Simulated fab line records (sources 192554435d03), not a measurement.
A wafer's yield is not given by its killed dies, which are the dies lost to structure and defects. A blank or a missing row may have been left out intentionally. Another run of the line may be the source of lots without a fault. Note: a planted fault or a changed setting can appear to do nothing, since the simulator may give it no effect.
A single fault, viewed from 2 desks | flow n5-finfet | each desk has only its own numbers; what lay behind them comes last

## FOR THE TOOL OWNER'S DESK: rie-diel-04
The tool's own readings at N5_FIN_CUT_ETCH_20 (etches SiARC in CF4, target depth 26 nm, time 43.3 s): means of the sampled wafers that have a number, for each lot that ran on this tool. If a lot's mean is further than 4 standard deviations from the usual mean, the lot is out of limits and carries the mark OUT (the distance appears in the brackets).
Columns: A = drypump-motor-current-A at N5_FIN_CUT_ETCH_20, usual 5.6 A; B = etch-rf-on-time-s at N5_FIN_CUT_ETCH_20, usual 43.6 s; C = oes-product-au at N5_FIN_CUT_ETCH_20, usual 0.67 a.u.; D = rf-vpp-V at N5_FIN_CUT_ETCH_20, usual 183.9 V; E = showerhead-plenum-p-Torr at N5_FIN_CUT_ETCH_20, usual 2.13 Torr; F = throttle-valve-pct at N5_FIN_CUT_ETCH_20, usual 15.68 %
lot  | first seen here | A   | B    | C    | D     | E    | F
L856 | day 2 09:20     | 5.4 | 43.1 | 0.65 | 183.8 | 2.14 | 15.61
L859 | day 3 04:00     | 5.4 | 43.4 | 0.69 | 185.1 | 2.12 | 15.59
L868 | day 5 11:01     | 5.4 | 41.7 | 0.63 | 183.9 | 2.10 | 15.69
L869 | day 5 18:56     | 5.6 | 47.3 | 0.68 | 184.1 | 2.12 | 15.63
L871 | day 6 05:10     | 5.8 | 45.5 | 0.60 | 183.0 | 2.08 | 15.91
This desk found nothing out of limits on any of the 5 lots.

## FROM THE METROLOGY DESK
What the gauges read for every lot (on any tool): the sampled wafers with a number, averaged. If a lot's mean is further than 4 standard deviations from the usual mean, the lot is out of limits and carries the mark OUT (the distance appears in the brackets). Readings shown: 7 of its 11, picked as those furthest out on some lot.
Columns: A = DIBL_N at N5_BEOL_M4_RC_MEAS_101, usual 36.0 mV/V; B = DIBL_P at N5_BEOL_M4_RC_MEAS_101, usual 36.2 mV/V; C = IOFF_N at N5_BEOL_M4_RC_MEAS_101, usual 0.16 nA/um; D = ION_P at N5_BEOL_M4_RC_MEAS_101, usual 461 uA/um; E = SS_N at N5_BEOL_M4_RC_MEAS_101, usual 71.5 mV/dec; F = SS_P at N5_BEOL_M4_RC_MEAS_101, usual 73.4 mV/dec; G = VT_P at N5_BEOL_M4_RC_MEAS_101, usual -250 mV
lot  | first seen here | A    | B    | C    | D   | E    | F    | G
L855 | day 2 02:17     | 35.1 | 34.3 | 0.14 | 464 | 71.3 | 72.6 | -246
L856 | day 2 09:10     | 33.9 | 35.7 | 0.13 | 449 | 71.9 | 73.1 | -253
L859 | day 3 03:35     | 38.0 | 39.1 | 0.19 | 460 | 72.5 | 73.9 | -250
L860 | day 3 08:25     | 39.8 | 40.2 | 0.22 | 464 | 72.8 | 74.8 | -249
L868 | day 5 10:40     | 36.2 | 36.9 | 0.16 | 461 | 71.9 | 73.5 | -248
L869 | day 5 18:45     | 38.8 | 40.2 | 0.20 | 465 | 71.9 | 74.2 | -249
L871 | day 6 04:59     | 36.5 | 35.6 | 0.17 | 456 | 71.8 | 73.4 | -252
L874 | day 6 22:00     | 33.6 | 32.9 | 0.11 | 452 | 70.9 | 72.7 | -253
L877 | day 7 15:13     | 38.1 | 37.8 | 0.19 | 462 | 72.0 | 73.6 | -247
L878 | day 7 21:56     | 35.5 | 36.4 | 0.15 | 465 | 70.9 | 74.0 | -256
This desk found nothing out of limits on any of the 10 lots.

## BROUGHT TOGETHER
The tool owner's desk saw nothing out of limits.
Nothing out of limits was seen by the metrology desk.

## WHAT THE SIMULATOR PUT IN
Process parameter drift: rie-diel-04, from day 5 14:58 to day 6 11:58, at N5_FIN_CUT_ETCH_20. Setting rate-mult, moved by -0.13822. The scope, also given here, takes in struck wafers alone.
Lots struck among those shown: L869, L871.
